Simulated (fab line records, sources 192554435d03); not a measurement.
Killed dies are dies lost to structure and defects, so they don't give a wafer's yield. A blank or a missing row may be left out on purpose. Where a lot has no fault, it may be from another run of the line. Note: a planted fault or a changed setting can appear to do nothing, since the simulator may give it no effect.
Struck lot and sound lot, side by side + flow n5-finfet + 15 steps out of a route of 1938
Sound: the wafers L487.3, L487.4, L487.6. Struck: wafer L494.3 (L494.5, L494.6, from the same lot, were not struck and are left out); the cause is given at the end.
For every step that has rows: the tool of each side, followed by ch and its chambers, followed by its first start. Under that, the readings that differ: sound wafers + struck wafers + difference of the means + sigmas: that difference in standard deviations of wafers without a fault.
alike: a reading whose means differ by less than 2 such deviations, as well as words and numbers matching on both sides. not compared: withheld readings; readings where some wafer has no value; bounds like >300 that might hide an equal value; numbers whose values overlap and for which the record gives no deviation.
The two part at a step that has a row with sigmas, a row that says differs or no value, or rows on one side only. When numbers do not overlap yet have no deviation, they are printed without sigmas and do not part them. A reading that every wafer of one side lacks parts them only if that side has two wafers or more.

first, 8 steps without rows for these wafers: N5_BEOL_M9_COAT_64 (time 60 s, resist thk 12 nm); N5_BEOL_M9_COAT_75 (time 60 s, resist thk 5 nm); N5_BEOL_M9_COAT_22 (resist thk 30 nm); N5_BEOL_M9_EBR_24; N5_BEOL_M9_SOFTBAKE_23 (time 60 s); N5_BEOL_M9_EXPOSE_25 (exposes mask V8); N5_BEOL_M9_PEB_26 (peb time 60 s); N5_BEOL_M9_DEVELOP_27 (develop time 30 s).
N5_BEOL_M9_CD_MEAS_28: the cd target is 70 nm.
  sound on cd-sem-01 ch 0, day 12 10:35; struck on cd-sem-01 ch 0, day 13 21:47
  alike: cd-nm
N5_BEOL_M9_OVL_MEAS_29:
  sound on overlay-01 ch 0, day 12 10:38; struck on overlay-01 ch 0, day 13 21:50
  alike: V8_OVL
N5_BEOL_M9_INSPECT_30: inspects for defects (brightfield).
  struck on defect-inspect-02, day 13 21:52; sound on defect-inspect-01, day 12 10:41
  alike: raw-defect-count
N5_BEOL_M9_DESCUM_33: chemistry O2, time 7 s.
  sound on rie-diel-03 ch 1,2,3, day 12 10:43; struck on rie-diel-03 ch 2, day 13 22:04
  alike: drypump-motor-current-A, oes-product-au, rf-vpp-V, showerhead-plenum-p-Torr, throttle-valve-pct
  not compared: rf-hours-counter-h
N5_BEOL_M9_ETCH_76: etches underlayer in N2/H2, target depth 6.5 nm, time 5.2 s.
  sound on rie-diel-03 ch 1,2,3, day 12 10:45; struck on rie-diel-03 ch 2, day 13 22:06
| reading               | sound          | struck | difference | sigmas |
|-----------------------|----------------|--------|------------|--------|
| etch-rf-on-time-s (s) | 5.24 5.30 5.25 | 6.19   | +0.93      | +11    |
  alike: drypump-motor-current-A, oes-product-au, rf-vpp-V, showerhead-plenum-p-Torr, throttle-valve-pct
  not compared: rf-hours-counter-h
N5_BEOL_M9_ETCH_65: etches SiARC in CF4, target depth 15.6 nm, time 26 s.
  sound on rie-diel-03 ch 1,2,3, day 12 10:46; struck on rie-diel-03 ch 2, day 13 22:07
  alike: cf4-flow-sccm, drypump-motor-current-A, etch-rf-on-time-s, oes-product-au, rf-vpp-V, showerhead-plenum-p-Torr, throttle-valve-pct
  not compared: rf-hours-counter-h
-- record jumps: 2 days separate the struck wafers' starts on either side; left off in module BEOL_M9, taken up again in module PASSIVATION, whose first shown step is the route's number 1936 --
N5_PASSIVATION_PROBE_49:
  struck on prober-01, day 16 09:35; sound on prober-01, day 15 05:23
  alike: defect-limited-yield, killed_at_M0_to_M3, killed_at_M4_up, killed-at-contacts, killed-at-front-end, killed-at-other, killed-dies, killed-open, killed-short, sort_bin_5_function, sort_bin_6_memory, sort-n-pass, sort-yield-pct

## WHERE THEY PART
Only at N5_BEOL_M9_ETCH_76, as far as this record shows. Later steps at which nothing parts them and some readings are alike: N5_BEOL_M9_ETCH_65, N5_PASSIVATION_PROBE_49.

WHY: what had been put in by the simulator
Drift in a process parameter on rie-diel-03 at N5_BEOL_M9_ETCH_76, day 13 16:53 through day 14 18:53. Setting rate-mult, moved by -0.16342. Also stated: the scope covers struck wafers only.
